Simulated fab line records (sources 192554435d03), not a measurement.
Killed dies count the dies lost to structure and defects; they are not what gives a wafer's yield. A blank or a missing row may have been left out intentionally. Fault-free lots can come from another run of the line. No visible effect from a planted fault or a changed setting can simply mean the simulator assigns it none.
Split-lot trial    flow n5Finfet    39 wafers read across 7 lots, on a route 1938 steps long

== SPLIT DETAILS ==
At N5_BEOL_M10_ILD_DEP_00 (deposits SiCOH lowk from DEMS/porogen, target thk 308.51 nm, time 58 s), the setting targetThkA was moved away from the recipe's 3085.1 angstrom on 6 of the 39 wafers read, by +27.1% to +34.4%. For the rest of the wafers, this setting stayed at what the recipe calls for.

== THE PATH FROM SPLIT TO READING: the file shows 1 step between them ==
- N5_BEOL_M10_CURE_71: cures SiCOH lowk, time 240 s

== THE READING ==
M10_ILD_THK in nanometres, read at N5_BEOL_M10_THK_MEAS_01. On this fab line, fault-free wafers typically give 269 nm with a standard deviation of 3.4 nm.

wafer   tool, chamber at the split  targetThkA as run, angstrom  against the recipe  M10_ILD_THK, nm  against lot-mates on the recipe
L075.1  pecvd-02, 0                 3085.1                       recipe              265              -
L075.2  pecvd-02, 1                 3085.1                       recipe              268              -
L075.4  pecvd-02, 1                 3085.1                       recipe              270              -
L080.1  pecvd-01, 2                 3085.1                       recipe              267              -
L080.2  pecvd-01, 0                 3085.1                       recipe              266              -
L080.3  pecvd-01, 1                 3085.1                       recipe              267              -
L080.4  pecvd-01, 1                 3085.1                       recipe              271              -
L080.5  pecvd-01, 2                 3085.1                       recipe              274              -
L080.6  pecvd-01, 0                 3085.1                       recipe              271              -
L087.1  pecvd-01, 0,1               3085.1                       recipe              264              -
L087.2  pecvd-01, 0,1               3085.1                       recipe              264              -
L087.3  pecvd-01, 2                 3085.1                       recipe              267              -
L087.4  pecvd-01, 2                 3085.1                       recipe              272              -
L087.5  pecvd-01, 1                 3085.1                       recipe              269              -
L087.6  pecvd-01, 0                 3085.1                       recipe              269              -
L090.1  pecvd-02, 0                 3085.1                       recipe              272              -
L090.2  pecvd-02, 2                 4147                         +34.4%              363              +90
L090.3  pecvd-02, 1                 3085.1                       recipe              269              -
L090.4  pecvd-02, 2                 4147                         +34.4%              368              +95
L090.5  pecvd-02, 1                 4147                         +34.4%              370              +97
L090.6  pecvd-02, 0                 3085.1                       recipe              277              -
L088.1  pecvd-02, 2,0               3085.1                       recipe              268              -
L088.2  pecvd-02, 2,0               3085.1                       recipe              268              -
L088.3  pecvd-02, 1                 3085.1                       recipe              268              -
L088.4  pecvd-02, 0                 3085.1                       recipe              271              -
L088.5  pecvd-02, 1                 3085.1                       recipe              272              -
L088.6  pecvd-02, 2                 3085.1                       recipe              272              -
L089.1  pecvd-01, 2                 3085.1                       recipe              264              -
L089.2  pecvd-01, 0                 3922                         +27.1%              335              +67
L089.3  pecvd-01, 1                 3922                         +27.1%              339              +71
L089.4  pecvd-01, 2                 3085.1                       recipe              273              -
L089.5  pecvd-01, 0                 3922                         +27.1%              344              +76
L089.6  pecvd-01, 1                 3085.1                       recipe              268              -
L093.1  pecvd-01, 0                 3085.1                       recipe              266              -
L093.2  pecvd-01, 1                 3085.1                       recipe              272              -
L093.3  pecvd-01, 2                 3085.1                       recipe              273              -
L093.4  pecvd-01, 2                 3085.1                       recipe              275              -
L093.5  pecvd-01, 0                 3085.1                       recipe              271              -
L093.6  pecvd-01, 1                 3085.1                       recipe              274              -
Rows listing several chambers each stand for several wafers; the file does not say which wafer went through which chamber.

THE FIT
A straight line over all 39 wafers: M10_ILD_THK changes by +2.73 nm for each +1% of targetThkA; r = +0.99; the points scatter about the line by 3.7 nm.
The same after taking each lot's own level away (the mean of its wafers on the recipe; 39 wafers): +2.69 nm for each +1%; r = +1.00; scatter 3 nm.
According to that fit, moving targetThkA by its largest amount changes the reading by 93 nm.
From 267.5 to 272.7 nm: that is the span of the lots' own levels, equal to 1.5 times the standard deviation above.
Consequently the slope shifts little with the lot-to-lot level, the two slopes agreeing.
Check: for one of the wafers moved furthest among these (+34.4%), held out of the fit, the line's prediction against its lot-mates is +93.3 nm. Against them it came out at +90.3 nm.

== THE WHOLE CHAIN: every reading that the file lists as answering this split, in the file's order ==
step                     what it does                                                            reading                                                                                   change (the file's fit)               r (the file's)
N5_BEOL_M10_ILD_DEP_00   deposits SiCOH lowk from DEMS/porogen, target thk 308.51 nm, time 58 s  SiCOH_lowk_of_BEOL_M10_ILD_DEP_00.thkNm (the simulator's own value, which no gauge read)  +3.04 nm for each +1% of the setting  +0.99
N5_BEOL_M10_CURE_71      cures SiCOH lowk, time 240 s                                            SiCOH_lowk_of_BEOL_M10_ILD_DEP_00.thkNm (the simulator's own value, which no gauge read)  +2.7 nm for each +1% of the setting   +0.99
N5_BEOL_M10_THK_MEAS_01                                                                          M10_ILD_THK                                                                               +2.7 for each +1% of the setting      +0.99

== FILE'S OWN FIT ==
M10_ILD_THK changes by +2.7 nm for each +1% of targetThkA, r = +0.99.
